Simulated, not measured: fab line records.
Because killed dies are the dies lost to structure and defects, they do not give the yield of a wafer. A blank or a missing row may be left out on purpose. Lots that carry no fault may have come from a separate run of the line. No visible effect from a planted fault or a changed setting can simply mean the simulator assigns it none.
A lot that was struck, set against a sound lot + flow nand-harc + 14 steps out of a route of 1302
Sound: the wafers L246.2, L246.5, L246.6. Struck: wafer L257.4. (L257.2, L257.6 of the same lot were not struck and are left out.) The cause comes at the end.
Each step with rows lists, per side, the tool, then ch with its chambers, then its first start. Under that, the readings that differ: sound wafers + struck wafers + difference of the means + sigmas: that difference in standard deviations of wafers without a fault.
alike: same words and numbers on both sides, and readings whose means sit less than 2 such deviations apart. not compared: any withheld reading, any reading some wafer has no value for, any bound like >300 that may hide the same value, and any number with overlapping values for which the record gives no deviation.
A row with sigmas, a row that says differs or no value, or rows on one side alone: a step with any of these is where the two part. Numbers that have no deviation but don't overlap get no sigmas and don't part them. A reading that every wafer of one side lacks parts them only if that side has two wafers or more.

NHARC_A_WL_FILL_CVD_03: deposits W, target thk 40 nm, time 279 s.
  sound on cvd-w-02 ch 0,1, day 21 04:34; struck on cvd-w-01 ch 1, day 26 11:04
| reading                | sound       | struck | difference | sigmas |
|------------------------|-------------|--------|------------|--------|
| heater-power-w (W)     | 446 416 460 | 597    | +156       | +2     |
| throttle-valve-pct (%) | 8.6 8.1 8.6 | 7.3    | -1.1       | -3     |
  alike: mfc-wf6-sccm
NHARC_A_WL_FILL_ETCHBACK_04: etches the open film in NF3, target depth 60 nm, time 120 s.
  sound on rie-metal-02 ch 0,1, day 21 04:56; struck on rie-metal-01 ch 1, day 26 11:29
  alike: drypump-motor-current-A, oes-product-au, run-length-s
  not compared: rf-hours-counter-h
then, 1 step without rows for these wafers: NHARC_A_WL_FILL_ETCHBACK_05 (etches the open film in Cl2/BCl3, target depth 22 nm, time 60 s).
NHARC_A_WL_FILL_STRIP_27: strips in N2/H2, time 20 s.
  sound on plasma-asher-02 ch 0,1, day 21 05:20; struck on plasma-asher-01 ch 0, day 26 11:50
  alike: drypump-motor-current-A, heater-power-w
  not compared: rf-hours-counter-h
then, 5 steps without rows for these wafers: NHARC_A_WL_FILL_STRIP_28 (strips in post etch residue remover, time 1200 s); NHARC_A_WL_FILL_PRECLEAN_06 (cleans in DIW, time 300 s); NHARC_A_WL_FILL_SRD_07; NHARC_A_WL_FILL_ANNEAL_08 (time 1800 s); NHARC_A_WL_FILL_ALD_10 (deposits SiO2, target thk 50 nm, pulse time 10 s, ald cycles 500).
NHARC_A_WL_FILL_ETCHBACK_16: etches the open film in C4F8/O2/Ar, target depth 120 nm, time 24 s.
  sound: rie-diel-06 ch 1,2; struck: rie-diel-06 ch 0
| reading      | sound       | struck | difference | sigmas |
|--------------|-------------|--------|------------|--------|
| rf-vpp-V (V) | 723 725 730 | 717    | -9         | -2     |
  alike: oes-product-au, run-length-s
  not compared: rf-hours-counter-h
NHARC_A_WL_FILL_STRIP_29: strips in O2, time 20 s.
  sound on rie-diel-06 ch 1,2, day 21 16:26; struck on rie-diel-06 ch 3, day 27 00:08
| reading               | sound             | struck | difference | sigmas |
|-----------------------|-------------------|--------|------------|--------|
| oes-product-au (a.u.) | 0.988 0.983 1.003 | 1.013  | +0.022     | +2     |
  alike: drypump-motor-current-A, rf-vpp-V, showerhead-plenum-p-Torr, throttle-valve-pct
  not compared: rf-hours-counter-h
NHARC_A_WL_FILL_ETCHBACK_17: etches the open film in Cl2/BCl3, target depth 4 nm, time 26.7 s.
  sound on rie-metal-01 ch 0,1, day 21 16:31; struck on rie-metal-03 ch 0, day 27 00:13
| reading          | sound          | struck | difference | sigmas |
|------------------|----------------|--------|------------|--------|
| run-length-s (s) | 47.8 47.6 47.4 | 31.4   | -16.2      | -37    |
  alike: drypump-motor-current-A, oes-product-au
  not compared: rf-hours-counter-h
then, 1 step without rows for these wafers: NHARC_A_WL_FILL_PRECLEAN_18 (cleans in dHF, time 30 s).
-- jump in the record: it breaks off in module A_WL_FILL and resumes in module END (first step shown: number 1302 of the route), and 4 days separate the struck wafers' starts before and after --
NHARC_END_SORT_01:
  here the record holds rows for the struck wafers (prober-01 ch 0, day 30 12:16) but none for the sound ones

== WHERE THEY PART ==
First at NHARC_A_WL_FILL_CVD_03; last, within this record, at NHARC_END_SORT_01.

WHY: what the simulator had put in
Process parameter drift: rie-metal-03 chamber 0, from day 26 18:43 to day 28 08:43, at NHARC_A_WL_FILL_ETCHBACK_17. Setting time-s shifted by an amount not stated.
